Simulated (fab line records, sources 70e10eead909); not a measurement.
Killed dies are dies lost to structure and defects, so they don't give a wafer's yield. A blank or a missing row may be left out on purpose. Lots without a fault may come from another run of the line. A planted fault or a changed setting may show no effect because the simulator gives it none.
Which tool did it? | flow nand_harc | 13 lots, 39 wafers sampled, at 6 steps of a route of 1159

WHAT THE GAUGES READ, wafer by wafer
NHARC_A_ONON_D1_THK_MEAS_21: measures by ellipsometry. Usual: thk_nm 999 nm, standard deviation 9.2.
lot  | measured     | on            | thk_nm (nm)    | flag
L878 | day 7 17:32  | film_metro-02 | 1012 1011 1010 |
L879 | day 8 08:36  | film_metro-01 | 983 984 984    |
L881 | day 8 17:08  | film_metro-01 | 998 995 1000   |
L883 | day 9 01:40  | film_metro-02 | 1008 1009 1007 |
L884 | day 9 22:31  | film_metro-02 | 999 1002 1001  |
L886 | day 9 22:22  | film_metro-01 | 1005 1007 1006 |
L887 | day 10 08:57 | film_metro-01 | 1002 1001 1001 |
L889 | day 11 01:32 | film_metro-01 | 975 976 975    |
L893 | day 11 18:23 | film_metro-02 | 998 997 998    |
L899 | day 12 20:34 | film_metro-02 | 1005 1008 1004 |
L896 | day 12 20:35 | film_metro-02 | 980 980 981    |
L900 | day 13 09:38 | film_metro-01 | 1015 1015 1015 |
L901 | day 13 09:38 | film_metro-02 | 999 1000 999   |

NHARC_A_ONON_D1_THK_MEAS_24: measures by ellipsometry. Usual: thk_nm 1001 nm, standard deviation 8.3.
lot  | measured     | on            | thk_nm (nm)    | flag
L878 | day 7 18:06  | film_metro-02 | 1007 1006 1006 |
L879 | day 8 09:10  | film_metro-01 | 987 987 989    |
L881 | day 8 17:41  | film_metro-01 | 1008 1007 1008 |
L883 | day 9 02:14  | film_metro-01 | 1013 1013 1010 |
L884 | day 9 23:05  | film_metro-02 | 993 992 993    |
L886 | day 9 22:56  | film_metro-01 | 997 997 998    |
L887 | day 10 09:32 | film_metro-02 | 994 995 994    |
L889 | day 11 02:06 | film_metro-01 | 711 712 711    | OFF
L893 | day 11 18:58 | film_metro-02 | 692 692 691    | OFF
L899 | day 12 21:08 | film_metro-02 | 999 1001 1001  |
L896 | day 12 21:17 | film_metro-01 | 995 996 999    |
L900 | day 13 10:12 | film_metro-01 | 991 991 990    |
L901 | day 13 10:11 | film_metro-02 | 1000 1001 1002 |

NHARC_END_SORT_01. Usual: killed_at_array 31, standard deviation 12; killed_at_other 0.6, standard deviation 0.85; killed_at_periphery 3.0, standard deviation 2.3; killed_dies 35, standard deviation 12; killed_open 3.2, standard deviation 1.9; killed_short 1.8, standard deviation 1.4.
lot  | measured     | on        | killed_at_array | killed_at_other | killed_at_periphery | killed_dies | killed_open | killed_short | flag
L889 | day 22 13:14 | prober-02 | 674 672 672     | 0 0 0           | 3 5 5               | 677 677 677 | 4 3 4       | 3 1 4        | OFF
L893 | day 23 07:27 | prober-01 | 675 673 672     | 0 1 4           | 2 3 1               | 677 677 677 | 1 5 2       | 2 2 0        | OFF
L896 | day 24 12:55 | prober-02 | 29 27 33        | 0 0 0           | 5 10 5              | 34 37 38    | 1 2 6       | 2 2 3        |

WHICH TOOL RAN EACH LOT (tool, then ch and the chambers of the sampled wafers, then the start)
lot  | NHARC_P_BONDPAD_PVD_27                  | NHARC_A_ZERO_WELL_DESCUM_12        | NHARC_A_ONON_D1_DEP_22
L878 | pvd_sputter-03, day 6 08:10 or earlier  | rie_diel-12 ch 1,2, day 6 08:10    | pecvd_onon-04 ch 0, day 7 17:36
L879 | pvd_sputter-02, day 6 18:22 or earlier  | rie_diel-07 ch 0,1,3, day 6 18:22  | pecvd_onon-02 ch 0, day 8 08:40
L881 | pvd_sputter-03, day 7 07:44 or earlier  | rie_diel-12 ch 1,2, day 7 07:44    | pecvd_onon-02 ch 0, day 8 17:11
L883 | pvd_sputter-03, day 7 18:16 or earlier  | rie_diel-12 ch 1,2,3, day 7 18:16  | pecvd_onon-02 ch 0, day 9 01:44
L884 | pvd_sputter-02, day 8 13:44 or earlier  | rie_diel-12 ch 0,1,3, day 8 13:44  | pecvd_onon-02 ch 0, day 9 22:37
L886 | pvd_sputter-01, day 8 14:47 or earlier  | rie_diel-12 ch 0,1,3, day 8 14:47  | pecvd_onon-03 ch 0, day 9 22:25
L887 | pvd_sputter-01, day 8 22:25 or earlier  | rie_diel-12 ch 1,2, day 8 22:25    | pecvd_onon-03 ch 0, day 10 09:11
L889 | pvd_sputter-03, day 9 16:11 or earlier  | rie_diel-07 ch 0,1,2, day 9 16:11  | pecvd_onon-02 ch 0, day 11 01:38
L893 | pvd_sputter-03, day 10 06:55 or earlier | rie_diel-07 ch 0,3, day 10 06:55   | pecvd_onon-02 ch 0, day 11 18:34
L899 | pvd_sputter-01, day 11 13:01 or earlier | rie_diel-07 ch 0,2,3, day 11 13:01 | pecvd_onon-03 ch 0, day 12 20:37
L896 | pvd_sputter-03, day 11 13:22 or earlier | rie_diel-11 ch 1,2,3, day 11 13:22 | pecvd_onon-04 ch 0, day 12 20:46
L900 | pvd_sputter-02, day 11 22:39 or earlier | rie_diel-11 ch 0,1,2, day 11 22:39 | pecvd_onon-04 ch 0, day 13 09:48
L901 | pvd_sputter-01, day 11 23:38 or earlier | rie_diel-11 ch 0,1, day 11 23:38   | pecvd_onon-03 ch 0, day 13 09:48
- NHARC_P_BONDPAD_PVD_27: deposits Cu, target thk 30 nm, time 20.49 s.
- NHARC_A_ZERO_WELL_DESCUM_12: chemistry O2, time 3 s.
- NHARC_A_ONON_D1_DEP_22: target thk 1000 nm.

WHAT THE TOOLS THEMSELVES READ (means of the sampled wafers that have a number; where no wafer has one, the mark that the record gives instead)
NHARC_P_BONDPAD_PVD_27. Usual: throttle_valve_pct 30.2 %, standard deviation 0.88.
lot  | tool           | throttle_valve_pct (%) | flag
L878 | pvd_sputter-03 | 29.9                   |
L879 | pvd_sputter-02 | 29.4                   |
L881 | pvd_sputter-03 | 30.4                   |
L883 | pvd_sputter-03 | 29.9                   |
L884 | pvd_sputter-02 | 29.5                   |
L886 | pvd_sputter-01 | 31.0                   |
L887 | pvd_sputter-01 | 30.7                   |
L889 | pvd_sputter-03 | 29.4                   |
L893 | pvd_sputter-03 | 31.0                   |
L899 | pvd_sputter-01 | 30.5                   |
L896 | pvd_sputter-03 | 30.0                   |
L900 | pvd_sputter-02 | 28.9                   |
L901 | pvd_sputter-01 | 29.4                   |

NHARC_A_ZERO_WELL_DESCUM_12. Usual: drypump_motor_current_A 5.6 A, standard deviation 0.49; oes_product_au 0.998 a.u., standard deviation 0.0069; rf_vpp_V 57.7 V, standard deviation 0.98; showerhead_plenum_p_Torr 1.90 Torr, standard deviation 0.082; throttle_valve_pct 11.311 %, standard deviation 0.0099.
lot  | tool        | drypump_motor_current_A (A) | oes_product_au (a.u.) | rf_vpp_V (V) | showerhead_plenum_p_Torr (Torr) | throttle_valve_pct (%) | flag
L878 | rie_diel-12 | 5.5                         | 0.991                 | 58.4         | 1.97                            | 11.306                 |
L879 | rie_diel-07 | 5.4                         | 0.998                 | 58.5         | 1.91                            | 11.309                 |
L881 | rie_diel-12 | 5.5                         | 0.991                 | 57.7         | 1.99                            | 11.307                 |
L883 | rie_diel-12 | 5.8                         | 1.003                 | 56.6         | 1.92                            | 11.296                 |
L884 | rie_diel-12 | 5.7                         | 1.000                 | 57.7         | 1.91                            | 11.311                 |
L886 | rie_diel-12 | 5.7                         | 0.995                 | 57.8         | 1.91                            | 11.319                 |
L887 | rie_diel-12 | 5.5                         | 1.001                 | 57.6         | 1.97                            | 11.316                 |
L889 | rie_diel-07 | 5.6                         | 0.995                 | 57.2         | 1.85                            | 11.304                 |
L893 | rie_diel-07 | 5.5                         | 0.998                 | 58.1         | 1.97                            | 11.314                 |
L899 | rie_diel-07 | 5.5                         | 0.991                 | 57.9         | 1.92                            | 11.315                 |
L896 | rie_diel-11 | 5.2                         | 0.999                 | 56.4         | 1.81                            | 11.298                 |
L900 | rie_diel-11 | 5.7                         | 0.999                 | 57.9         | 1.84                            | 11.305                 |
L901 | rie_diel-11 | 5.2                         | 0.996                 | 57.7         | 1.86                            | 11.320                 |

NHARC_A_ONON_D1_DEP_22. Usual: n2o_flow_sccm 2001 sccm, standard deviation 5.1.
lot  | tool          | n2o_flow_sccm (sccm) | flag
L878 | pecvd_onon-04 | 1999                 |
L879 | pecvd_onon-02 | 2001                 |
L881 | pecvd_onon-02 | 2001                 |
L883 | pecvd_onon-02 | 2001                 |
L884 | pecvd_onon-02 | 2005                 |
L886 | pecvd_onon-03 | 2004                 |
L887 | pecvd_onon-03 | 2000                 |
L889 | pecvd_onon-02 | 2008                 |
L893 | pecvd_onon-02 | 2002                 |
L899 | pecvd_onon-03 | 1995                 |
L896 | pecvd_onon-04 | 1996                 |
L900 | pecvd_onon-04 | 2002                 |
L901 | pecvd_onon-03 | 1999                 |

THE ANSWER, worked out from the rows above alone
Rule: a lot is off if the mean of its wafers that have a number lies more than 3 standard deviations from the usual mean. A lot without any number at a reading at which 4 lots or more have one is off too. The other lots that the step has rows for count as sound. The gauges are gone through in route order, then the tools' own readings, and for those a lot's mean is taken as printed above. The first step at which some lot is off is used, and at that step the reading that is off furthest; a lot without a number counts as furthest.
Off: L889, L893, at NHARC_A_ONON_D1_THK_MEAS_24 (thk_nm).
A tool fits if, at a process step before that reading, it ran every lot that is off, and no sound lot after the first of them. The gauges at NHARC_A_ONON_D1_THK_MEAS_24 aren't tried: what is off there is off at NHARC_END_SORT_01 too, on other tools, and a gauge's error can't cause that. NHARC_P_BONDPAD_PVD_27 gives no start for some lots, so the hours and the order of its lots are those of NHARC_A_ZERO_WELL_DESCUM_12. One fits: pecvd_onon-02 at NHARC_A_ONON_D1_DEP_22. Its last sound lot is L884 (day 9 22:37), its first lot that is off L889 (day 11 01:38): a fault that began between those two fits.

WHAT THE SIMULATOR HAD PUT IN
Process parameter drift: pecvd_onon-02, from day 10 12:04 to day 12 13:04, at NHARC_A_ONON_D1_DEP_22. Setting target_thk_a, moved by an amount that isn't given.
Lots struck among those shown: L889, L893. The rule above found the same.
